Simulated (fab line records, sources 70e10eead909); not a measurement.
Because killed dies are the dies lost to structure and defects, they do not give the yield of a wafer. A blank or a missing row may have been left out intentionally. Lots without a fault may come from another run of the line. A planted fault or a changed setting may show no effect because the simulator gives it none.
Matching of chambers    flow nandHarc    NHARC_P_CONTACT_ALD_22 on aldMetal-01: 4 sister chambers
The step deposits TiN, target thk 3 nm, pulse time 1 s, ald cycles 150. 4 wafers are shown with their chamber, then 7 later ones without.

## WAFERS, EACH WITH ITS CHAMBER
wafer   chamber  heaterPowerW (W)
L082.6  0        1053
L083.5  2        1112
L088.1  3        952
L088.2  1        1138

## WAFERS WITHOUT THEIR CHAMBER
wafer   heaterPowerW (W)
L088.4  1081
L093.3  1168
L093.5  991
L093.6  1074
L094.2  1158
L094.4  1126
L094.5  1131

## WHICH CHAMBER EACH WENT THROUGH
wafer   from the rows above           in truth
L088.4  can't be placed: 0 or 2 or 1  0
L093.3  can't be placed: 1 or 2       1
L093.5  can't be placed: 3 or 0       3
L093.6  can't be placed: 0 or 2 or 1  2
L094.2  can't be placed: 1 or 2       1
L094.4  can't be placed: 1 or 2       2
L094.5  can't be placed: 1 or 2       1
Correct placement for 0 of the 7. Unplaceable from these rows: 7, with the true chamber sitting among the candidates in 7. Wrongly placed: 0.
How it was worked out, from the rows above alone: a wafer's distance from a chamber is the root of the sum, over the readings, of the square of ((its reading less the chamber's mean) divided by the reading's scatter). The wafer belongs to the nearest chamber; if the next one is less than 2 further off, it can't be placed. For every chamber, the mean is computed from those of its wafers that are shown. The scatter (one wafer shown for each chamber): square how far every hidden wafer sits from the nearest shown wafer, average those squares and take the square root.
